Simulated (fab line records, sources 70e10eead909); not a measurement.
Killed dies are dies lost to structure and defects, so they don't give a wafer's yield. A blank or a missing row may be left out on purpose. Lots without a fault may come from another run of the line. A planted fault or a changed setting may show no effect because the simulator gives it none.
Chamber matching | flow nand_harc | NHARC_A_STAIRCASE_ETCH_313 on rie_diel-07: 4 sister chambers
The step etches the open film in CF4/CHF3. 14 wafers are shown with their chamber, then 7 later ones without.

WAFERS WITH THEIR CHAMBER
wafer  | chamber | showerhead_plenum_p_Torr (Torr) | drypump_motor_current_A (A) | throttle_valve_pct (%)
L078.2 | 1       | 1.53                            | 5.7                         | 16.814
L078.3 | 3       | 1.57                            | 5.4                         | 16.811
L078.6 | 2       | 1.50                            | 5.4                         | 16.793
L080.1 | 1       | 1.53                            | 5.7                         | 16.803
L080.4 | 2       | 1.49                            | 5.4                         | 16.796
L080.5 | 3       | 1.57                            | 5.5                         | 16.816
L082.2 | 1       | 1.53                            | 5.7                         | 16.804
L082.5 | 0       | 1.46                            | 5.5                         | 16.809
L082.6 | 1       | 1.53                            | 5.7                         | 16.801
L085.1 | 1       | 1.53                            | 5.7                         | 16.802
L085.4 | 3       | 1.56                            | 5.5                         | 16.798
L085.5 | 1       | 1.53                            | 5.7                         | 16.808
L084.3 | 3       | 1.56                            | 5.5                         | 16.811
L084.4 | 1       | 1.53                            | 5.7                         | 16.812

SIGNATURES (means of the wafers above)
reading                  | chamber 0 | chamber 1 | chamber 2 | chamber 3 | scatter within a chamber
showerhead_plenum_p_Torr | 1.4600    | 1.5300    | 1.4950    | 1.5650    | 0.00387
drypump_motor_current_A  | 5.500     | 5.700     | 5.400     | 5.475     | 0.0274
throttle_valve_pct       | 16.80900  | 16.80629  | 16.79450  | 16.80900  | 0.00583
Rule: a wafer's distance from a chamber is the root of the sum, over the readings, of the square of ((its reading less the chamber's mean) divided by the reading's scatter). The wafer belongs to the nearest chamber; if the next one is less than 2 further off, it can't be placed. The scatter: the root of (the sum of the squares of (reading less its chamber's mean) over the shown wafers, divided by (wafers less chambers)).

WAFERS WITHOUT THEIR CHAMBER
wafer  | showerhead_plenum_p_Torr (Torr) | drypump_motor_current_A (A) | throttle_valve_pct (%)
L084.5 | 1.53                            | 5.7                         | 16.813
L092.3 | 1.56                            | 5.5                         | 16.810
L092.4 | 1.52                            | 5.7                         | 16.797
L092.5 | 1.49                            | 5.4                         | 16.798
L093.1 | 1.49                            | 5.4                         | 16.789
L093.2 | 1.52                            | 5.7                         | 16.808
L093.3 | 1.69                            | 5.5                         | 16.813

WHICH CHAMBER EACH WENT THROUGH
wafer  | from the rows above | in truth
L084.5 | 1                   | 1
L092.3 | 3                   | 3
L092.4 | 1                   | 1
L092.5 | 2                   | 2
L093.1 | 2                   | 2
L093.2 | 1                   | 1
L093.3 | 3                   | 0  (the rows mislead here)
Placed correctly: 6 of 7. Can't be placed from these rows: 0. Placed wrongly: 1.
